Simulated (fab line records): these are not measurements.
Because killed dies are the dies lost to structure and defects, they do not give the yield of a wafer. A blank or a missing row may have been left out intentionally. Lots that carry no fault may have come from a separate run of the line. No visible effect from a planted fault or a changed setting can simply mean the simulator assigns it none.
Which tool did it?    flow n5_finfet    12 lots, 36 wafers sampled, at 4 steps of a route of 1938

== WHAT EACH GAUGE READ, for each wafer ==
N5_BEOL_M3_OCD_MEAS_38.
lot   measured      on      trench_depth_nm (nm)
L075  day 8 10:01   ocd-02  55.5 56.3 53.0
L076  day 8 13:28   ocd-02  53.1 54.2 53.6
L080  day 8 16:08   ocd-02  56.0 55.9 56.1
L081  day 8 19:53   ocd-02  54.9 55.2 55.7
L083  day 9 15:24   ocd-01  52.6 55.9 52.4
L085  day 10 15:17  ocd-02  53.3 58.3 57.2
L088  day 11 01:46  ocd-02  55.9 56.1 55.5
L089  day 11 12:42  ocd-02  52.7 55.7 56.6
L092  day 11 12:35  ocd-02  54.9 53.3 55.5
L093  day 12 03:06  ocd-02  52.8 54.4 55.8
L096  day 12 22:26  ocd-02  53.4 54.4 56.7
L097  day 13 17:44  ocd-01  55.4 56.2 55.6

== TOOL THAT RAN EACH LOT (tool first, then ch and the chambers of the sampled wafers, then the start) ==
lot   N5_BEOL_M2_SPUTTER_86         N5_BEOL_M3_DESCUM_33                N5_BEOL_M3_TRENCH_ETCH_37
L075  pvd_sputter-03, day 8 04:47   rie_diel-02 ch 0,1, day 8 09:09     rie_diel-02 ch 0,2,3, day 8 10:01 or earlier
L076  pvd_sputter-02, day 8 05:18   rie_diel-04 ch 0,2, day 8 09:38     rie_diel-05 ch 0,1, day 8 13:28 or earlier
L080  pvd_sputter-01, day 8 09:24   rie_diel-04 ch 1,2, day 8 14:54     rie_diel-04 ch 1,2, day 8 16:08 or earlier
L081  pvd_sputter-02, day 8 11:53   rie_diel-05 ch 0,1,3, day 8 15:48   rie_diel-04 ch 0,3, day 8 19:53 or earlier
L083  pvd_sputter-02, day 9 03:52   rie_diel-02 ch 0,1,3, day 9 09:04   rie_diel-02 ch 0,1,3, day 9 15:24 or earlier
L085  pvd_sputter-03, day 10 01:55  rie_diel-05 ch 0,1, day 10 07:31    rie_diel-02 ch 1,2, day 10 15:17 or earlier
L088  pvd_sputter-03, day 10 20:37  rie_diel-02 ch 0,1,2, day 11 00:47  rie_diel-04 ch 1,2,3, day 11 01:46 or earlier
L089  pvd_sputter-01, day 11 00:02  rie_diel-04 ch 1,3, day 11 04:43    rie_diel-05 ch 1,2,3, day 11 12:42 or earlier
L092  pvd_sputter-01, day 11 03:56  rie_diel-04 ch 0,2,3, day 11 08:20  rie_diel-02 ch 0,3, day 11 12:35 or earlier
L093  pvd_sputter-03, day 11 14:31  rie_diel-02 ch 0,1, day 11 20:49    rie_diel-05 ch 0,1,3, day 12 03:06 or earlier
L096  pvd_sputter-02, day 12 06:20  rie_diel-04 ch 1,2,3, day 12 10:39  rie_diel-02 ch 1,2, day 12 22:26 or earlier
L097  pvd_sputter-01, day 13 07:04  rie_diel-05 ch 0,1,3, day 13 11:02  rie_diel-04 ch 2,3, day 13 17:44 or earlier
- N5_BEOL_M2_SPUTTER_86: material Cu, target thk 4.5 nm, time 8.29 s.
- N5_BEOL_M3_DESCUM_33: chemistry O2, time 7 s.
- N5_BEOL_M3_TRENCH_ETCH_37: etches SiOC in C4F6/O2, target depth 55.555 nm, time 29.2 s.

== THE ANSWER, worked out from the rows above alone ==
Rule: the usual values come from the lots themselves. Put in order of their means at a reading, lots are off if they are a third of the lots or fewer, leave a main group of 4 or more, and stand apart from it by a gap of 3 or more times the standard deviation of the main group's means; of several such gaps the widest counts. A main group is skipped when, at the precision printed for the reading in the tables above, its means are all equal. Also off: a lot with no number at a reading for which 4 or more lots have one. All remaining lots with rows at the step are treated as sound.
No lot is off at any reading shown: from this, nothing can be told.

== WHAT HAD BEEN PUT IN BY THE SIMULATOR ==
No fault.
